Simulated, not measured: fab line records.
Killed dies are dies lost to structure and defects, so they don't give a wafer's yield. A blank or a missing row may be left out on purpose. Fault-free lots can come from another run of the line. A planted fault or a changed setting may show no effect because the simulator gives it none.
Matching of chambers -- flow n5Finfet -- N5_BEOL_M11_PECVD_70 on pecvd-03: 3 sister chambers
The step deposits SiO2 from TEOS/O2, target thk 20 nm, time 22.7 s. 3 wafers are shown with their chamber, then 7 later ones without.

WAFERS PAIRED WITH THEIR CHAMBERS
wafer,chamber,throttleValvePct (%)
L091.6,1,21.5
L092.1,0,22.2
L092.2,2,22.3

WAFERS MISSING THEIR CHAMBER
wafer,throttleValvePct (%)
L092.3,21.4
L095.1,22.2
L095.3,21.7
L095.6,22.4
L094.2,22.2
L094.3,22.4
L094.5,21.5

THE CHAMBER EACH PASSED THROUGH
wafer,from the rows above,in truth
L092.3,1,1
L095.1,can't be placed: 0 or 2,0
L095.3,1,1
L095.6,can't be placed: 2 or 0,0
L094.2,can't be placed: 0 or 2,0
L094.3,can't be placed: 2 or 0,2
L094.5,1,1
Placed correctly: 3 of 7. Cannot be placed on the basis of these rows: 4; the candidates contain the true chamber in 4. 0 placed wrongly.
How it was worked out, from the rows above alone: a wafer's distance from a chamber is the root of the sum, over the readings, of the square of ((its reading less the chamber's mean) divided by the reading's scatter). The wafer belongs to the nearest chamber; if the next one is less than 2 further off, it can't be placed. Each chamber's mean is taken over the wafers shown for it. The scatter (one wafer shown for each chamber): square how far every hidden wafer sits from the nearest shown wafer, average those squares and take the square root.
